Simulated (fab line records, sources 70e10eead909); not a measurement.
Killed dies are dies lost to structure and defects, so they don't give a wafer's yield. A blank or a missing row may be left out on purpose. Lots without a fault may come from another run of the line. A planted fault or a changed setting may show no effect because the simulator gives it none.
Problem report in the 8D (eight disciplines) form, filled by code | flow nand_harc | the parts of the form that need people (team, actions taken, sign-off) are left out

1. THE PROBLEM
killed_at_array at NHARC_END_SORT_01 reads a mean of 674 on 3 wafers of 2 lots; wafers without a fault read 58 with a standard deviation of 20. That is +31 standard deviations from the usual mean.
First seen on wafer L575.2, day 28 09:49, on prober-02. The record holds 6 wafers of 2 lots with a number at this step. Rule for "out", or "out of limits": more than 4 standard deviations from the usual mean. The other wafers with a number count as sound.

2. WHAT IT IS AND WHAT IT IS NOT
question                    | is                           | is not
which readings at this step | killed_at_array, killed_dies | killed_at_other, killed_at_periphery, killed_open, killed_short
which lots                  | L575, L577                   | -
which wafers of those lots  | L575.2, L575.5, L577.2       | L575.1, L577.4, L577.6
read on which gauges        | prober-01, prober-02         | -
when                        | from day 28 09:49            | up to then (1 sound wafer); but 2 sound wafers of L577 came after

3. SUSPECTS, AND WHAT RULES EACH OUT
Counting: a tool at a process step up to the reading stays a suspect if it ran every lot that is out. Sound lots after the first of them don't rule it out here, since some wafers of a struck lot are sound.
- the gauge at NHARC_END_SORT_01: ruled out. The wafers that are out were read on 2 gauges (prober-01, prober-02).
- ald_metal-01 at NHARC_A_WL_FILL_ALD_02 (deposits TiN, target thk 2 nm, pulse time 3 s, ald cycles 100): kept. It ran every lot that is out, first L575 (day 23 16:52).
- rie_diel-08 at NHARC_A_WL_FILL_ETCHBACK_16 (etches the open film in C4F8/O2/Ar, target depth 120 nm, time 24 s): kept. It ran every lot that is out, first L575 (day 24 04:17). Its own readings are out on those wafers: run_length_s.
Left after counting: ald_metal-01 at NHARC_A_WL_FILL_ALD_02, rie_diel-08 at NHARC_A_WL_FILL_ETCHBACK_16.

4. THE CAUSE (what the simulator had put in)
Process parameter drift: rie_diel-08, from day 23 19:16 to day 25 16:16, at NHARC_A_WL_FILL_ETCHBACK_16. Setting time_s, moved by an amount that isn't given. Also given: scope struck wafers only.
Counting left 2 suspects, and this tool is among them.

5. THE CHAIN OF EFFECTS, in route order
Each row: a reading whose mean over the struck wafers that have a number lies more than 3 standard deviations from the usual. Only readings for which the record gives a usual standard deviation are gone through. hours: the time from each lot's start at the first step in this table that gives one to its start at this step, as a median over the lots. sigmas: the change in usual standard deviations.
hours | step                        | reading         | usual  | on struck wafers | change | sigmas
0     | NHARC_A_WL_FILL_ETCHBACK_16 | run_length_s    | 45.4 s | 27.2             | -18.2  | -36
95    | NHARC_END_SORT_01           | killed_at_array | 58     | 674              | +616   | +31
95    | NHARC_END_SORT_01           | killed_dies     | 63     | 677              | +614   | +31
The process steps in it:
- NHARC_A_WL_FILL_ETCHBACK_16: etches the open film in C4F8/O2/Ar, target depth 120 nm, time 24 s.

6. WHAT WOULD HAVE CAUGHT IT SOONER
In this record the first reading out of limits at a measuring or inspecting step was taken at day 28 09:49, 111 hours after the fault began at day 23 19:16.
The tool's own readings at NHARC_A_WL_FILL_ETCHBACK_16 were out on every struck wafer that the step has a row for (run_length_s): an alarm limit on them would have fired on the first of those.
All the lots that are out (2) had begun NHARC_A_WL_FILL_ETCHBACK_16 on rie_diel-08 by day 28 09:49. A hold on the tool at that time would have spared none of them.
